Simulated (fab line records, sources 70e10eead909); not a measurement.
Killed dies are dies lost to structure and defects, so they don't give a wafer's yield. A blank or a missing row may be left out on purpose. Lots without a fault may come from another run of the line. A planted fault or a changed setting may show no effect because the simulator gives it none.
A struck lot beside a sound one | flow nand_harc | 26 steps out of a route of 1159
Sound: wafers L745.1, L745.2, L745.4. Struck: wafers L748.1, L748.3, L748.4. The cause comes at the end.
At each step with rows: each side's tool, then ch and its chambers, then its first start. Under that, the readings that differ: sound wafers | struck wafers | difference of the means | sigmas: that difference in standard deviations of wafers without a fault.
alike: readings whose means differ by less than 2 such deviations, and words and numbers that are the same on both sides. not compared: withheld readings, readings that some wafer has no value for, bounds like >300 that may hide the same value, and numbers for which the record gives no deviation and whose values overlap.
The two part at a step that has a row with sigmas, a row that says differs or no value, or rows on one side only. Numbers that don't overlap but have no deviation are shown without sigmas and don't part them. A reading that every wafer of one side lacks parts them only if that side has two wafers or more.

first, 5 steps without rows for these wafers: NHARC_P_GATE_STRIP_15 (strips in SPM, time 780 s); NHARC_P_GATE_PRECLEAN_71 (cleans in SC1); NHARC_P_GATE_SRD_72; NHARC_P_GATE_OXIDE_16 (material SiO2, target thk 3 nm, ox time 392 s); NHARC_P_GATE_CVD_17 (deposits poly-Si, target thk 150 nm, time 900 s).
NHARC_P_GATE_HM_DEP_102: deposits aC, target thk 120 nm.
  sound on acl_dep-02 ch 0, day 4 18:18; struck on acl_dep-01 ch 0, day 5 13:29
  alike: throttle_valve_pct
NHARC_P_GATE_DEP_103: deposits SiON, target thk 30 nm.
  sound on pecvd-03 ch 0,1,2, day 4 18:59; struck on pecvd-03 ch 1,2, day 5 14:16
  alike: heater_power_w, rf_fwd_power_W
then, 5 steps without rows for these wafers: NHARC_P_GATE_DEHYDRATE_18 (time 120 s); NHARC_P_GATE_HMDS_19 (time 30 s); NHARC_P_GATE_COAT_20 (resist thk 90 nm); NHARC_P_GATE_SOFTBAKE_21 (time 55 s); NHARC_P_GATE_EBR_22.
NHARC_P_GATE_EXPOSE_23: exposes mask P GATE, target cd 120 nm.
  sound on arfi_scanner-02 ch 0, day 4 19:23; struck on arfi_scanner-02 ch 0, day 5 14:40
  reading | sound                      | struck                              | difference | sigmas
  mask    | P_GATE#0 P_GATE#0 P_GATE#0 | P_GATE_R1#0 P_GATE_R1#0 P_GATE_R1#0 | differs    |
  alike: exposure_dose_mJ_cm2
then, 2 steps without rows for these wafers: NHARC_P_GATE_PEB_24 (peb time 65 s); NHARC_P_GATE_DEVELOP_25 (develop time 35 s).
NHARC_P_GATE_CD_MEAS_26: target cd 120 nm.
  sound on cd_sem-01 ch 0, day 4 19:31; struck on cd_sem-01 ch 0, day 5 14:48
  reading    | sound             | struck            | difference | sigmas
  cd_nm (nm) | 119.8 120.4 120.3 | 115.2 116.0 115.9 | -4.5       | -8
NHARC_P_GATE_OVL_MEAS_27:
  sound on overlay-01, day 4 19:37; struck on overlay-02, day 5 14:53
  alike: overlay_x_nm, overlay_y_nm
NHARC_P_GATE_INSPECT_28:
  sound on defect_inspect-02, day 4 19:38; struck on defect_inspect-02, day 5 14:55
  alike: raw_defect_count
NHARC_P_GATE_DESCUM_31: chemistry O2, time 3 s.
  sound on rie_diel-11 ch 0,1,3, day 4 19:43; struck on rie_diel-03 ch 0,1,3, day 5 14:59
  reading                 | sound             | struck            | difference | sigmas
  rf_hours_counter_h (h)  | 25 24 21          | 12 12 12          | -11        |
  model.P_GATE.cd_nm (nm) | 120.7 121.5 120.8 | 115.4 115.9 115.3 | -5.5       |
  alike: drypump_motor_current_A, oes_product_au, rf_vpp_V, showerhead_plenum_p_Torr, throttle_valve_pct
then, 1 step without rows for these wafers: NHARC_P_GATE_ETCH_104 (etches the open film in CF4/CHF3, target depth 60 nm).
NHARC_P_GATE_HM_OPEN_105: chemistry O2/COS, target depth 360 nm.
  sound on rie_diel-11 ch 0,2,3; struck on rie_diel-03 ch 1,2,3
  reading                | sound    | struck   | difference | sigmas
  rf_hours_counter_h (h) | 21 18 25 | 12 12 13 | -9         |
  alike: drypump_motor_current_A, oes_product_au, rf_fwd_power_W, rf_vpp_V, showerhead_plenum_p_Torr, throttle_valve_pct
then, 1 step without rows for these wafers: NHARC_P_GATE_STRIP_106 (strips in O2/COS).
NHARC_P_GATE_ETCH_114: etches the open film in CF4/O2, target depth 30 nm, overetch 3 nm, time 16.5 s.
  sound on rie_diel-11 ch 0,1,3; struck on rie_diel-03 ch 0,1,3
  reading                | sound    | struck   | difference | sigmas
  rf_hours_counter_h (h) | 24 22 25 | 12 12 12 | -12        |
  alike: drypump_motor_current_A, oes_ar_750_au, oes_product_au, rf_fwd_power_W, rf_vpp_V, showerhead_plenum_p_Torr, throttle_valve_pct
NHARC_P_GATE_ETCH_32: etches the open film in HBr/Cl2, target depth 150 nm, time 100.1 s.
  sound on rie_si-01 ch 1,2,3, day 4 20:15; struck on rie_si-02 ch 0,1,3, day 5 15:28
  reading                 | sound             | struck            | difference | sigmas
  rf_hours_counter_h (h)  | 1.1 1.4 1.2       | 0.6 0.6 0.6       | -0.6       |
  model.P_GATE.cd_nm (nm) | 120.3 122.8 120.8 | 116.4 118.5 116.3 | -4.2       |
  alike: drypump_motor_current_A, oes_product_au, rf_fwd_power_W, throttle_valve_pct
NHARC_P_GATE_STRIP_108: strips in O2.
  sound on rie_diel-04 ch 0,2,3, day 4 20:25; struck on rie_diel-11 ch 0,2,3, day 5 15:37
  reading                | sound    | struck   | difference | sigmas
  rf_hours_counter_h (h) | 51 55 53 | 28 31 24 | -25        |
  alike: drypump_motor_current_A, oes_product_au, rf_vpp_V, showerhead_plenum_p_Torr, throttle_valve_pct
-- the record jumps here: 14 days lie between the struck wafers' starts before and after (it left off in module P_GATE and takes up again in module END, whose first step shown is number 1159 of the route) --
NHARC_END_SORT_01:
  sound on prober-02 ch 0, day 20 08:39; struck on prober-01 ch 0, day 19 22:43
  alike: killed_at_array, killed_at_other, killed_at_periphery, killed_dies, killed_open, killed_short

WHERE THEY PART
First at NHARC_P_GATE_EXPOSE_23; last, within this record, at NHARC_P_GATE_CD_MEAS_26. Later steps at which nothing parts them and some readings are alike: NHARC_P_GATE_OVL_MEAS_27, NHARC_P_GATE_INSPECT_28, NHARC_P_GATE_DESCUM_31, NHARC_P_GATE_HM_OPEN_105, NHARC_P_GATE_ETCH_114, NHARC_P_GATE_ETCH_32, NHARC_P_GATE_STRIP_108, NHARC_END_SORT_01.

WHY: what the simulator had put in
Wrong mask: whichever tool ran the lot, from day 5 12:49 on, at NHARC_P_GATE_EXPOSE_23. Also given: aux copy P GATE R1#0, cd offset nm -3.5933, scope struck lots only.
